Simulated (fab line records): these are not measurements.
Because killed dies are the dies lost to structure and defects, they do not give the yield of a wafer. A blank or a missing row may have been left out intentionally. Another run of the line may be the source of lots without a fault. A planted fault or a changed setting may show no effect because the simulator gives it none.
Matching of chambers + flow n5-finfet + 3 sister chambers for N5_FIN_SAQP_PECVD_06 on pecvd-04
The step deposits a-Si from SiH4/He, target thk 60 nm, time 48.1 s. 16 wafers are shown with their chamber, then 8 later ones without.

## WAFERS PAIRED WITH THEIR CHAMBERS
| wafer  | chamber | throttle-valve-pct (%) | showerhead-plenum-p-Torr (Torr) | heater-power-w (W) |
|--------|---------|------------------------|---------------------------------|--------------------|
| L074.1 | 1       | 16.9                   | 5.63                            | 943                |
| L074.2 | 0       | 19.4                   | 5.64                            | 800                |
| L074.3 | 2       | 17.5                   | 5.68                            | 840                |
| L075.2 | 0       | 19.5                   | 5.65                            | 818                |
| L075.5 | 2       | 17.5                   | 5.67                            | 954                |
| L075.6 | 0       | 19.3                   | 5.64                            | 811                |
| L077.3 | 1       | 16.9                   | 5.64                            | 934                |
| L077.5 | 2       | 17.4                   | 5.67                            | 931                |
| L077.6 | 0       | 19.4                   | 5.65                            | 772                |
| L080.2 | 0       | 19.4                   | 5.64                            | 801                |
| L080.4 | 0       | 19.3                   | 5.65                            | 816                |
| L080.6 | 1       | 17.0                   | 5.65                            | 962                |
| L081.2 | 0       | 19.4                   | 5.65                            | 740                |
| L081.5 | 0       | 19.7                   | 5.66                            | 757                |
| L081.6 | 1       | 16.8                   | 5.63                            | 859                |
| L088.1 | 2       | 17.3                   | 5.66                            | 957                |

SIGNATURES (means of the wafers above)
| reading                  | chamber 0 | chamber 1 | chamber 2 | scatter within a chamber |
|--------------------------|-----------|-----------|-----------|--------------------------|
| throttle-valve-pct       | 19.425    | 16.900    | 17.425    | 0.112                    |
| showerhead-plenum-p-Torr | 5.6475    | 5.6375    | 5.6700    | 0.00797                  |
| heater-power-w           | 789.38    | 924.50    | 920.50    | 40.4                     |
Rule: distance of a wafer from a chamber = root of the sum over the readings of ((wafer's reading minus chamber's mean) / reading's scatter) squared. If the next closest chamber is less than 2 further off than the closest, the wafer can't be placed; otherwise it belongs to the closest. The scatter is the square root of a quotient: the sum, over the shown wafers, of each reading's squared deviation from its chamber's mean, divided by wafers minus chambers.

## WAFERS WHOSE CHAMBER IS MISSING
| wafer  | throttle-valve-pct (%) | showerhead-plenum-p-Torr (Torr) | heater-power-w (W) |
|--------|------------------------|---------------------------------|--------------------|
| L088.2 | 19.6                   | 5.65                            | 725                |
| L088.4 | 17.3                   | 5.63                            | 801                |
| L092.2 | 19.4                   | 5.64                            | 792                |
| L092.3 | 16.9                   | 5.64                            | 874                |
| L092.4 | 19.6                   | 5.64                            | 790                |
| L095.3 | 19.2                   | 5.65                            | 797                |
| L095.4 | 19.2                   | 5.65                            | 793                |
| L095.5 | 17.7                   | 5.68                            | 999                |

## THE CHAMBER EACH PASSED THROUGH
| wafer  | from the rows above     | in truth |
|--------|-------------------------|----------|
| L088.2 | 0                       | 0        |
| L088.4 | can't be placed: 1 or 2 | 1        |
| L092.2 | 0                       | 0        |
| L092.3 | 1                       | 1        |
| L092.4 | 0                       | 0        |
| L095.3 | 0                       | 0        |
| L095.4 | 0                       | 0        |
| L095.5 | 2                       | 2        |
Correctly placed: 7 of 8. Can't be placed from these rows: 1 (the true chamber is among the candidates in 1). Number placed wrongly: 0.
